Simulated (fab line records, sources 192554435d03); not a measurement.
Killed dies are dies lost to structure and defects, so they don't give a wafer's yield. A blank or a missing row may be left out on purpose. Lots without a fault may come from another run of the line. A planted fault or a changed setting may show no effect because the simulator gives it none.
fab line records | flow n5_finfet | part 1 of 2: steps 1 to 22 of 31
record lots=5 wafers=15 last_day=16
route steps=1938 shown BEOL_M12@1625
lots that met no fault: from a run of the same line without faults
start_h: hours from the record's first day to the start of the lot's first wafer shown | wait_h: hours since the lot's step before | " the same as in the row above | L1.1+2: a row that stands for several wafers | - no value, or no start given | * or withheld: withheld | < > ~ a bound
route shown NAME@n: a module of which the file shows steps, and the number in the route of the first | usual: mean/standard deviation of fault-free wafers | same: alike in all rows | chamber/n: place in a boat | sites: the reading at each site | _std_site: their standard deviation | _edge_site: outer sites' mean less inner sites' | radius_mm: how far each site lies from the wafer's centre | mask NAME#n: copy n | behind: the tool/chamber that last shaped the wafer | hold: why the lot was held/for how many hours/how that ended | device: the transistor (n, p or np) that didn't switch | end of line: the same wafers' tests at the end of the route | a step without rows: its recipe alone | killed: dies lost to structure and defects at the first sort, not the wafer's yield | map: a wafer's dies, x killed, . not, _ none there
set.NAME: the setting as run; set.NAME@STEP: as run at that earlier step | model.NAME: the simulator's own value behind a step, which no gauge read
lots at some steps of the route; a table a step, a row a wafer
services: from which hour (start_h, from the record's first day; less than 0 if before it) a tool's chamber was out of use, for how many hours, and why
## steps
# step N5_BEOL_M12_COAT_22
# recipe spin_rpm=2888 resist_thk_nm=300
# columns lot.wafer tool chamber start_h wait_h
L078.3+4+5 litho_track-02 0 - -
L076.1+3+4 litho_track-02 0 - -
L085.2+4+5 litho_track-02 0 - -
L090.1+3+4 litho_track-02 0 - -
L092.1+4+6 litho_track-03 0 - -
# step N5_BEOL_M12_EBR_24
# recipe solvent=PGMEA ebr_width_mm=1.5
# columns lot.wafer tool chamber start_h wait_h
L078.3+4+5 litho_track-02 0 - -
L076.1+3+4 litho_track-02 0 - -
L085.2+4+5 litho_track-02 0 - -
L090.1+3+4 litho_track-02 0 - -
L092.1+4+6 litho_track-03 0 - -
# step N5_BEOL_M12_SOFTBAKE_23
# recipe temp_c=130 time_s=60
# columns lot.wafer tool chamber start_h wait_h
L078.3+4+5 litho_track-02 0 - -
L076.1+3+4 litho_track-02 0 - -
L085.2+4+5 litho_track-02 0 - -
L090.1+3+4 litho_track-02 0 - -
L092.1+4+6 litho_track-03 0 - -
# step N5_BEOL_M12_EXPOSE_25
# recipe mask_id=M12 na=0.93 source_shape=conventional sigma_outer=0.4 polarization=unpolarized dose_mj=21.8
# columns lot.wafer tool chamber start_h wait_h mask
L078.3+4+5 krf_scanner-01 0 241.52 - M12#0
L076.1+3+4 krf_scanner-02 0 243.16 - M12#0
L085.2+4+5 krf_scanner-02 0 292.53 - M12#0
L090.1+3+4 krf_scanner-02 0 328.84 - M12#0
L092.1+4+6 krf_scanner-02 0 343.01 - M12#0
# step N5_BEOL_M12_PEB_26
# recipe peb_temp_c=130 peb_time_s=90
# columns lot.wafer tool chamber start_h wait_h
L078.3+4+5 litho_track-02 0 241.57 0.0
L076.1+3+4 litho_track-03 0 243.21 0.1
L085.2+4+5 litho_track-01 0 292.58 0.0
L090.1+3+4 litho_track-02 0 328.90 0.1
L092.1+4+6 litho_track-03 0 343.07 0.1
# step N5_BEOL_M12_DEVELOP_27
# recipe develop_time_s=45 rinse_liquid=diw dry=air_spin dev_temp_c=21
# columns lot.wafer tool chamber start_h wait_h
L078.3+4+5 litho_track-02 0 - -
L076.1+3+4 litho_track-03 0 - -
L085.2+4+5 litho_track-01 0 - -
L090.1+3+4 litho_track-02 0 - -
L092.1+4+6 litho_track-03 0 - -
# step N5_BEOL_M12_HARDBAKE_32
# recipe temp_c=130 time_s=120
# columns lot.wafer tool chamber start_h wait_h
L078.3+4+5 litho_track-02 0 - -
L076.1+3+4 litho_track-03 0 - -
L085.2+4+5 litho_track-01 0 - -
L090.1+3+4 litho_track-02 0 - -
L092.1+4+6 litho_track-03 0 - -
# step N5_BEOL_M12_CD_MEAS_28
# recipe target_cd_nm=160.2 landing_energy_ev=500 detector=se_inlens polarity=opening
# usual cd_nm=160.5/1.8
# columns lot.wafer tool chamber start_h wait_h cd_nm
L078.3 cd_sem-01 0 241.68 - 156.8
L078.4 " 0 " " 159.2
L078.5 " 0 " " 159.2
L076.1 cd_sem-01 0 243.33 - 159.3
L076.3 " 0 " " 161.1
L076.4 " 0 " " 161.3
L085.2 cd_sem-02 0 292.69 - 161.5
L085.4 " 0 " " 162.6
L085.5 " 0 " " 159.8
L090.1 cd_sem-03 0 329.01 - 160.8
L090.3 " 0 " " 158.7
L090.4 " 0 " " 161.0
L092.1 cd_sem-01 0 343.18 - 158.6
L092.4 " 0 " " 160.4
L092.6 " 0 " " 161.1
# step N5_BEOL_M12_OVL_MEAS_29
# recipe points_per_wafer=44
# usual M12_OVL=3/5.2
# columns lot.wafer tool chamber start_h wait_h M12_OVL[nm]
L078.3 overlay-01 0 241.71 0.0 9
L078.4 " 0 " " 10
L078.5 " 0 " " 13
L076.1 overlay-01 0 243.36 0.0 7
L076.3 " 0 " " 13
L076.4 " 0 " " 4
L085.2 overlay-02 0 292.72 0.0 4
L085.4 " 0 " " 6
L085.5 " 0 " " 3
L090.1 overlay-02 0 329.04 0.0 -8
L090.3 " 0 " " -10
L090.4 " 0 " " -8
L092.1 overlay-02 0 343.21 0.0 10
L092.4 " 0 " " 10
L092.6 " 0 " " 8
# step N5_BEOL_M12_INSPECT_30
# recipe mode=adi inspect_instrument=macro
# usual raw_defect_count=2.1/1.4
# columns lot.wafer tool chamber start_h wait_h raw_defect_count
L078.3 defect_inspect-01 - 241.74 0.0 3
L078.4 " - " " 6
L078.5 " - " " 4
L076.1 defect_inspect-02 - 243.38 0.0 0
L076.3 " - " " 2
L076.4 " - " " 4
L085.2 defect_inspect-01 - 292.75 0.0 3
L085.4 " - " " 3
L085.5 " - " " 1
L090.1 defect_inspect-01 - 329.07 0.0 1
L090.3 " - " " 0
L090.4 " - " " 1
L092.1 defect_inspect-02 - 343.24 0.0 2
L092.4 " - " " 1
L092.6 " - " " 2
# step N5_BEOL_M12_DESCUM_33
# recipe chemistry=O2 time_s=7.9 source_power_w=50 bias_power_w=20 pressure_mtorr=20 rf_frequency_hz=2.712e+07 temp_c=40 o2_flow_sccm=225
# usual bias_power_w=20.01/0.059 drypump_motor_current_A=5.3/0.52 oes_product_au=0.83/0.099 rf_vpp_V=243.1/1.4 showerhead_plenum_p_Torr=2.08/0.081 temp_c=40.01/0.11 throttle_valve_pct=20.33/0.2
# columns lot.wafer tool chamber start_h wait_h bias_power_w drypump_motor_current_A oes_product_au rf_hours_counter_h rf_vpp_V showerhead_plenum_p_Torr temp_c throttle_valve_pct
L078.3 rie_diel-01 3 241.86 0.1 20.00 4.9 0.94 12 243.5 2.07 39.99 20.12
L078.4 " 1 " " 20.04 4.7 0.70 223 243.7 2.15 40.00 20.57
L078.5 " 3 " " 19.94 4.9 0.95 - 243.0 2.07 39.93 20.13
L076.1 rie_diel-04 3 243.63 0.3 20.05 4.9 0.68 227 242.8 2.14 40.11 20.66
L076.3 " 2 " " 20.03 5.3 0.69 219 240.6 2.02 40.05 20.51
L076.4 " 1 " " 20.00 5.3 0.91 25 245.0 2.24 40.17 20.31
L085.2 rie_diel-01 0 293.60 0.9 20.00 4.9 0.85 55 241.4 2.03 40.22 20.29
L085.4 " 3 " " 20.04 4.8 0.92 31 241.7 2.06 39.82 20.15
L085.5 " 2 " " 20.08 6.3 0.93 - 242.9 2.03 39.87 20.15
L090.1 rie_diel-05 3 329.10 0.0 20.17 4.9 0.70 241 240.7 1.99 40.00 20.70
L090.3 " 0 " " 19.99 5.9 0.83 65 242.2 2.02 39.93 19.97
L090.4 " 2 " " 20.14 5.2 0.78 110 242.6 2.12 39.87 20.16
L092.1 rie_diel-01 0 343.27 0.0 20.07 4.9 0.84 73 242.1 2.03 40.08 20.33
L092.4 " 3 " " 20.14 4.9 0.87 50 242.6 2.05 39.99 20.21
L092.6 " 2 " " 20.12 6.3 0.88 - 242.8 2.02 39.97 20.17
# step N5_BEOL_M12_ETCH_67
# recipe chemistry=CF4 target=SiARC target_depth_a=1430 time_s=238.3 ion_energy_ev=80 pressure_mtorr=40 source_w=545 bias_w=36 Ar_flow_sccm=100 cf4_flow_sccm=100 ends=cleared
# usual bias_w=35.99/0.092 drypump_motor_current_A=5.3/0.53 etch_rf_on_time_s=241/6.4 oes_product_au=0.70/0.081 rf_vpp_V=184.1/1.4 showerhead_plenum_p_Torr=2.12/0.073 throttle_valve_pct=15.48/0.26
# columns lot.wafer tool chamber start_h wait_h bias_w drypump_motor_current_A etch_rf_on_time_s oes_product_au rf_hours_counter_h rf_vpp_V showerhead_plenum_p_Torr throttle_valve_pct
L078.3 rie_diel-01 3 241.89 0.0 35.88 4.9 233 0.80 12 184.2 2.09 15.10
L078.4 " 1 " " 35.91 4.7 237 0.60 223 184.3 2.20 15.79
L078.5 " 3 " " 36.26 4.9 234 0.79 - 184.7 2.09 15.08
L076.1 rie_diel-04 3 243.67 0.0 35.98 4.9 252 0.57 227 184.0 2.22 16.03
L076.3 " 2 " " 36.08 5.3 242 0.59 219 182.1 2.04 15.49
L076.4 " 1 " " 35.95 5.3 247 0.75 25 185.5 2.25 15.25
L085.2 rie_diel-01 0 293.63 0.0 35.98 4.9 240 0.72 55 184.0 2.11 15.55
L085.4 " 3 " " 35.91 4.8 233 0.76 31 185.1 2.08 15.13
L085.5 " 2 " " 36.00 6.3 246 0.76 - 182.5 2.08 15.35
L090.1 rie_diel-05 3 329.14 0.0 36.00 4.9 233 0.60 241 183.4 2.02 15.76
L090.3 " 0 " " 36.07 5.9 238 0.72 65 184.0 2.07 15.21
L090.4 " 2 " " 35.90 5.2 236 0.68 110 184.4 2.16 15.32
L092.1 rie_diel-01 0 343.31 0.0 36.07 4.9 238 0.71 73 184.7 2.10 15.59
L092.4 " 3 " " 36.07 4.9 233 0.75 50 182.3 2.08 15.17
L092.6 " 2 " " 35.99 6.3 249 0.72 - 182.9 2.07 15.37
# step N5_BEOL_M12_ETCH_68
# recipe chemistry=N2/H2 target=SOC mask_material=SiARC source_w=3000 bias_w=350 temp_c=40 time_s=285 ion_energy_ev=200 pressure_mtorr=30 n2_flow_sccm=200 h2_flow_sccm=200
# usual bias_w=350.1/1 drypump_motor_current_A=5.3/0.53 oes_product_au=0.83/0.097 rf_vpp_V=523.4/2.6 showerhead_plenum_p_Torr=2.53/0.089 temp_c=39.99/0.11 throttle_valve_pct=17.67/0.23
# columns lot.wafer tool chamber start_h wait_h bias_w drypump_motor_current_A oes_product_au rf_hours_counter_h rf_vpp_V showerhead_plenum_p_Torr temp_c throttle_valve_pct
L078.3 rie_diel-01 3 242.04 0.1 349.7 4.8 0.95 12 523.3 2.51 40.03 17.38
L078.4 " 1 " " 350.4 4.7 0.72 223 526.4 2.61 40.05 17.90
L078.5 " 3 " " 349.6 4.8 0.94 - 523.3 2.51 40.11 17.40
L076.1 rie_diel-04 3 243.81 0.1 349.8 4.9 0.67 227 526.2 2.60 40.00 18.02
L076.3 " 2 " " 348.4 5.3 0.69 219 520.4 2.43 40.13 17.73
L076.4 " 1 " " 351.0 5.4 0.90 25 528.5 2.70 40.12 17.60
L085.2 rie_diel-01 0 293.78 0.1 350.0 4.9 0.85 55 522.3 2.45 40.06 17.50
L085.4 " 3 " " 349.8 4.9 0.90 31 522.4 2.50 40.17 17.43
L085.5 " 2 " " 348.1 6.3 0.90 - 522.7 2.50 39.87 17.65
L090.1 rie_diel-05 3 329.28 0.1 350.4 4.9 0.70 241 518.3 2.40 40.03 17.92
L090.3 " 0 " " 350.5 6.0 0.84 65 522.5 2.49 39.82 17.50
L090.4 " 2 " " 351.2 5.2 0.79 110 523.1 2.54 40.05 17.31
L092.1 rie_diel-01 0 343.45 0.1 348.4 4.9 0.83 73 521.6 2.44 39.90 17.52
L092.4 " 3 " " 349.9 4.9 0.87 51 522.7 2.49 39.93 17.44
L092.6 " 2 " " 349.5 6.3 0.87 - 522.5 2.49 40.12 17.65
# step N5_BEOL_M12_STRIP_69
# recipe chemistry=N2/H2 temp_c=40 n2_flow_sccm=200 h2_flow_sccm=200 rf_frequency_hz=6e+07
# columns lot.wafer tool chamber start_h wait_h
L078.3+4+5 rie_diel-01 3,1,3 242.21 0.1
L076.1+3+4 rie_diel-04 3,2,1 243.99 0.1
L085.2+4+5 rie_diel-01 0,3,2 293.95 0.1
L090.1+3+4 rie_diel-05 3,0,2 329.45 0.1
L092.1+4+6 rie_diel-01 0,3,2 343.63 0.1
# step N5_BEOL_M12_TRENCH_ETCH_34
# recipe chemistry=C4F8/O2/Ar target=SiOC target_depth_a=3189.5 mask_material=SOC pressure_mtorr=30 source_w=3000 bias_w=700 Ar_flow_sccm=400 C4F8_flow_sccm=15 O2_flow_sccm=8 he_inner_torr=15 he_outer_torr=30 time_s=125.5 ion_energy_ev=250
# usual C4F8_flow_sccm=15.00/0.049 bias_w=700.3/2.1 drypump_motor_current_A=5.3/0.53 he_outer_torr=30.00/0.06 oes_product_au=0.83/0.097 rf_vpp_V=665/3.3 showerhead_plenum_p_Torr=3.39/0.11 throttle_valve_pct=24.1/0.32
# columns lot.wafer tool chamber start_h wait_h C4F8_flow_sccm bias_w drypump_motor_current_A he_outer_torr oes_product_au rf_hours_counter_h rf_vpp_V showerhead_plenum_p_Torr throttle_valve_pct
L078.3 rie_diel-01 3 242.22 0.0 14.96 699.3 4.9 30.09 0.95 13 662 3.32 23.6
L078.4 " 1 " " 14.98 699.8 4.8 29.99 0.71 223 667 3.52 24.4
L078.5 " 3 " " 15.05 703.2 4.9 30.01 0.94 - 664 3.32 23.6
L076.1 rie_diel-04 3 244.00 0.0 15.07 698.9 4.9 30.03 0.67 227 667 3.54 24.6
L076.3 " 2 " " 15.07 699.8 5.3 30.01 0.70 219 661 3.25 23.9
L076.4 " 1 " " 14.99 700.7 5.3 30.07 0.89 25 670 3.58 23.8
L085.2 rie_diel-01 0 293.96 0.0 14.94 700.7 4.9 30.00 0.85 55 664 3.36 24.2
L085.4 " 3 " " 15.06 701.1 4.9 30.02 0.91 31 663 3.31 23.6
L085.5 " 2 " " 14.99 702.7 6.3 30.04 0.91 - 663 3.33 24.0
L090.1 rie_diel-05 3 329.46 0.0 14.98 702.3 4.9 29.97 0.70 241 662 3.26 24.4
L090.3 " 0 " " 14.98 704.5 5.9 29.98 0.84 65 661 3.31 23.7
L090.4 " 2 " " 15.03 697.3 5.2 30.05 0.79 110 667 3.45 23.9
L092.1 rie_diel-01 0 343.64 0.0 14.95 703.2 4.9 30.08 0.84 73 663 3.35 24.2
L092.4 " 3 " " 14.93 699.5 4.9 30.01 0.88 51 665 3.30 23.6
L092.6 " 2 " " 14.98 702.0 6.3 29.99 0.87 - 662 3.32 24.0
# step N5_BEOL_M12_STRIP_70
# recipe chemistry=C4F8/O2/Ar resist=SiARC rf_frequency_hz=6e+07
# columns lot.wafer tool chamber start_h wait_h
L078.3+4+5 rie_diel-01 3,1,3 242.33 0.1
L076.1+3+4 rie_diel-04 3,2,1 244.11 0.1
L085.2+4+5 rie_diel-01 0,3,2 294.07 0.1
L090.1+3+4 rie_diel-05 3,0,2 329.58 0.1
L092.1+4+6 rie_diel-01 0,3,2 343.75 0.1
# step N5_BEOL_M12_OCD_MEAS_35
# usual trench_depth_nm=319/6.1
# columns lot.wafer tool chamber start_h wait_h trench_depth_nm
L078.3 ocd-02 - 242.38 0.0 328
L078.4 " - " " 320
L078.5 " - " " 328
L076.1 ocd-02 - 244.15 0.0 307
L076.3 " - " " 325
L076.4 " - " " 320
L085.2 ocd-02 - 294.12 0.0 321
L085.4 " - " " 328
L085.5 " - " " 322
L090.1 ocd-01 - 329.62 0.0 320
L090.3 " - " " 318
L090.4 " - " " 323
L092.1 ocd-02 - 343.79 0.0 326
L092.4 " - " " 328
L092.6 " - " " 324
# step N5_BEOL_M12_STRIP_37
# recipe chemistry=N2/H2 power_w=1000 temp_c=250 h2_frac=0.65 overash_fraction=0.3 pressure_mtorr=withheld n2_flow_sccm=1750 h2_flow_sccm=3250
# usual drypump_motor_current_A=5.4/0.4 heater_power_w=313/11 oes_product_au=0.790/0.011 temp_c=249.93/0.19
# columns lot.wafer tool chamber start_h wait_h drypump_motor_current_A heater_power_w oes_product_au rf_hours_counter_h temp_c
L078.3 plasma_asher-02 0 242.43 0.1 5.1 337 0.783 - 249.97
L078.4 " 1 " " 5.8 322 0.802 - 250.05
L078.5 " 1 " " 5.8 315 0.785 - 250.30
L076.1 plasma_asher-01 0 244.19 0.0 5.8 305 0.807 72 250.00
L076.3 " 1 " " 4.9 301 0.802 - 249.75
L076.4 " 0 " " 5.8 314 0.799 - 249.82
L085.2 plasma_asher-01 0 294.15 0.0 5.8 312 0.804 81 249.96
L085.4 " 1 " " 4.9 311 0.805 - 249.57
L085.5 " 1 " " 4.9 305 0.760 - 249.82
L090.1 plasma_asher-02 1 329.66 0.0 5.8 304 0.788 136 249.60
L090.3 " 0 " " 5.1 340 0.784 - 250.15
L090.4 " 1 " " 5.8 310 0.773 - 249.61
L092.1 plasma_asher-01 1 343.83 0.0 4.9 305 0.798 95 249.80
L092.4 " 0 " " 5.8 302 0.795 - 249.97
L092.6 " 0 " " 5.8 308 0.777 - 249.88
# step N5_BEOL_M12_ETCH_38
# recipe chemistry=CF4/N2 target=SiCN target_depth_a=687 taper_deg=2 time_s=73.4 ion_energy_ev=150 mask_material=SiO2 pressure_mtorr=40 source_w=430 bias_w=70 Ar_flow_sccm=100 cf4_flow_sccm=60 n2_flow_sccm=60
# usual bias_w=70.01/0.2 drypump_motor_current_A=5.3/0.57 oes_product_au=0.82/0.093 rf_vpp_V=381.8/2 showerhead_plenum_p_Torr=2.19/0.071 throttle_valve_pct=15.31/0.25
# columns lot.wafer tool chamber start_h wait_h bias_w drypump_motor_current_A oes_product_au rf_hours_counter_h rf_vpp_V showerhead_plenum_p_Torr throttle_valve_pct
L078.3 rie_diel-01 2 247.03 - 70.09 6.3 0.91 8 381.8 2.15 15.15
L078.4 " 0 " " 69.65 4.9 0.87 39 380.9 2.17 15.29
L078.5 " 3 " " 69.87 4.8 0.94 - 381.2 2.16 14.93
L076.1 rie_diel-05 2 247.51 - 70.09 5.2 0.81 90 384.0 2.23 15.09
L076.3 " 0 " " 70.01 6.0 0.88 34 381.0 2.16 15.03
L076.4 " 1 " " 70.00 6.5 0.70 195 379.7 2.12 15.60
L085.2 rie_diel-01 3 296.29 - 70.26 4.9 0.89 32 380.3 2.15 14.98
L085.4 " 1 " " 70.01 4.7 0.69 243 382.6 2.26 15.65
L085.5 " 1 " " 69.86 4.7 0.70 - 384.3 2.26 15.66
L090.1 rie_diel-01 3 332.00 - 70.16 4.8 0.87 46 381.3 2.15 15.00
L090.3 " 2 " " 69.76 6.3 0.84 40 381.6 2.14 15.20
L090.4 " 2 " " 70.03 6.3 0.84 - 381.4 2.14 15.21
L092.1 rie_diel-05 2 344.17 - 70.14 5.2 0.78 116 382.9 2.22 15.12
L092.4 " 1 " " 69.76 6.5 0.70 219 381.1 2.11 15.64
L092.6 " 1 " " 69.77 6.4 0.69 - 379.3 2.11 15.66
# step N5_BEOL_M12_PRECLEAN_39
# recipe chemistry=residue_remover time_s=60 temp_c=40
# usual bath_guard_temp_C=40.0/0.43 temp_c=40.01/0.12
# columns lot.wafer tool chamber start_h wait_h bath_guard_temp_C temp_c
L078.3 wet_bench-06 6 247.18 0.1 39.3 39.98
L078.4 " 7 " " 39.5 39.95
L078.5 " 5 " " 39.8 40.11
L076.1 wet_bench-04 3 247.64 0.1 40.1 39.94
L076.3 " 2 " " 39.7 40.16
L076.4 " 1 " " 40.0 39.85
L085.2 wet_bench-05 4 296.42 0.1 39.2 39.96
L085.4 " 5 " " 40.5 40.14
L085.5 " 7 " " 40.1 39.89
L090.1 wet_bench-05 5 332.13 0.1 40.2 40.08
L090.3 " 2 " " 39.4 40.01
L090.4 " 3 " " 40.3 39.98
L092.1 wet_bench-05 2 344.30 0.1 39.8 40.07
L092.4 " 7 " " 40.2 40.20
L092.6 " 6 " " 40.3 40.25
# step N5_BEOL_M12_SRD_40
# recipe time_s=30 temp_c=23 rinse_liquid=diw dry=n2_spin spin_rpm=1500 dry_time_s=30
# usual do_supply_ppb=10.01/0.1 temp_c=23.00/0.1
# columns lot.wafer tool chamber start_h wait_h do_supply_ppb temp_c
L078.3 wet_bench-06 6 247.20 0.0 10.05 22.80
L078.4 " 7 " " 9.96 23.07
L078.5 " 5 " " 9.97 23.11
L076.1 wet_bench-04 3 247.66 0.0 9.86 22.95
L076.3 " 2 " " 9.92 23.01
L076.4 " 1 " " 9.83 22.99
L085.2 wet_bench-05 4 296.44 0.0 10.07 23.06
L085.4 " 5 " " 10.16 23.03
L085.5 " 7 " " 9.94 22.97
L090.1 wet_bench-05 5 332.15 0.0 10.00 22.90
L090.3 " 2 " " 9.95 23.03
L090.4 " 3 " " 9.97 22.83
L092.1 wet_bench-05 2 344.32 0.0 9.80 23.05
L092.4 " 7 " " 10.04 22.94
L092.6 " 6 " " 10.03 22.99
# step N5_BEOL_M12_DEGAS_41
# recipe ambient=vacuum temp_c=250 time_s=60
# usual heater_power_w=325/27
# columns lot.wafer tool chamber start_h wait_h heater_power_w
L078.3 pvd_sputter-02 - 247.45 0.2 351
L078.4 " - " " 336
L078.5 " - " " 292
L076.1 pvd_sputter-02 - 247.77 0.1 314
L076.3 " - " " 349
L076.4 " - " " 294
L085.2 pvd_sputter-03 - 296.63 0.2 310
L085.4 " - " " 333
L085.5 " - " " 317
L090.1 pvd_sputter-03 - 332.43 0.3 331
L090.3 " - " " 325
L090.4 " - " " 287
L092.1 pvd_sputter-01 - 344.57 0.2 371
L092.4 " - " " 366
L092.6 " - " " 310
